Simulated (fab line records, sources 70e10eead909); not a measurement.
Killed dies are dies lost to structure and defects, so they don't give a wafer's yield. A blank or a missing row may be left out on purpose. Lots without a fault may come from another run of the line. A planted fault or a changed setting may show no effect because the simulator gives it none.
A struck lot beside a sound one | flow nand_harc | 20 steps out of a route of 1302
Sound: wafers L248.1, L248.2, L248.3. Struck: wafers L255.2, L255.4, L255.6. The cause comes at the end.
At each step with rows: each side's tool, then ch and its chambers, then its first start. Under that, the readings that differ: sound wafers | struck wafers | difference of the means | sigmas: that difference in standard deviations of wafers without a fault.
alike: readings whose means differ by less than 2 such deviations, and words and numbers that are the same on both sides. not compared: withheld readings, readings that some wafer has no value for, bounds like >300 that may hide the same value, and numbers for which the record gives no deviation and whose values overlap.
The two part at a step that has a row with sigmas, a row that says differs or no value, or rows on one side only. Numbers that don't overlap but have no deviation are shown without sigmas and don't part them. A reading that every wafer of one side lacks parts them only if that side has two wafers or more.

first, 1 step without rows for these wafers: NHARC_A_BLC_SRD_27.
NHARC_A_BLC_INSPECT_28:
  sound on defect_inspect-02, day 23 00:50; struck on defect_inspect-02, day 25 20:56
  reading          | sound       | struck      | difference | sigmas
  raw_defect_count | 325 337 390 | 668 728 517 | +287       | +2
then, 9 steps without rows for these wafers: NHARC_A_M0_DEP_00 (deposits SiOC, target thk 150 nm); NHARC_A_M0_DEHYDRATE_01 (time 120 s); NHARC_A_M0_HMDS_02 (time 30 s); NHARC_A_M0_COAT_33 (time 65 s); NHARC_A_M0_COAT_03 (resist thk 90 nm); NHARC_A_M0_SOFTBAKE_04 (time 55 s); NHARC_A_M0_EBR_05; NHARC_A_M0_EXPOSE_06 (exposes mask A M0, target cd 80 nm); NHARC_A_M0_PEB_07 (peb time 65 s).
NHARC_A_M0_DEVELOP_08: develop time 35 s.
  sound on litho_track-01 ch 0, day 23 01:00; struck on litho_track-06 ch 0, day 25 21:00
  alike: resist_line_temp_C
NHARC_A_M0_CD_MEAS_09: target cd 80 nm.
  sound on cd_sem-03 ch 0, day 23 01:37; struck on cd_sem-01 ch 0, day 25 21:50
  alike: cd_nm
NHARC_A_M0_OVL_MEAS_10: pitch 160 nm.
  sound on overlay-02, day 23 01:42; struck on overlay-02, day 25 21:56
  reading           | sound          | struck      | difference | sigmas
  overlay_y_nm (nm) | -0.9 -0.7 -0.5 | 1.7 2.0 1.3 | +2.4       | +3
  alike: overlay_x_nm
NHARC_A_M0_INSPECT_11:
  sound on defect_inspect-01, day 23 01:44; struck on defect_inspect-02, day 25 21:58
  alike: raw_defect_count
NHARC_A_M0_DESCUM_14: chemistry O2, time 3 s.
  sound on rie_diel-08 ch 0,1,2, day 23 01:47; struck on rie_diel-02 ch 2,3, day 25 22:02
  reading               | sound             | struck            | difference | sigmas
  model.A_M0.cd_nm (nm) | 79.06 80.43 80.74 | 81.14 81.98 81.34 | +1.41      |
  alike: drypump_motor_current_A, oes_product_au, rf_vpp_V, showerhead_plenum_p_Torr, throttle_valve_pct
  not compared: rf_hours_counter_h
NHARC_A_M0_ETCH_34: etches the open film in N2/H2, target depth 40 nm, overetch 12 nm, time 43.94 s.
  sound on rie_diel-08 ch 0,1,2, day 23 01:54; struck on rie_diel-02 ch 0,2,3, day 25 22:07
  alike: drypump_motor_current_A, oes_product_au, rf_vpp_V, showerhead_plenum_p_Torr, throttle_valve_pct
  not compared: rf_hours_counter_h
NHARC_A_M0_ETCH_15: etches the open film in C4F8/Ar, target depth 150 nm, overetch 15 nm, time 82.5 s.
  sound on rie_diel-08 ch 0,1,2; struck on rie_diel-02 ch 1,3
  reading               | sound             | struck            | difference | sigmas
  oes_product_au (a.u.) | 0.915 0.897 0.927 | 0.952 0.980 0.986 | +0.060     | +3
  model.A_M0.cd_nm (nm) | 79.3 80.22 80     | 81.36 82.32 81.5  | +1.89      |
  alike: rf_vpp_V
  not compared: rf_hours_counter_h
NHARC_A_M0_CD_MEAS_16:
  sound on cd_sem-02, day 23 02:08; struck on cd_sem-03, day 25 22:20
  reading    | sound          | struck         | difference | sigmas
  cd_nm (nm) | 79.2 79.9 80.0 | 81.8 82.2 81.5 | +2.1       | +3
NHARC_END_SORT_01:
  the record has rows for the struck wafers here (prober-01 ch 0, day 27 11:32) and none for the sound ones

WHERE THEY PART
First at NHARC_A_BLC_INSPECT_28; last, within this record, at NHARC_END_SORT_01.

WHY: what the simulator had put in
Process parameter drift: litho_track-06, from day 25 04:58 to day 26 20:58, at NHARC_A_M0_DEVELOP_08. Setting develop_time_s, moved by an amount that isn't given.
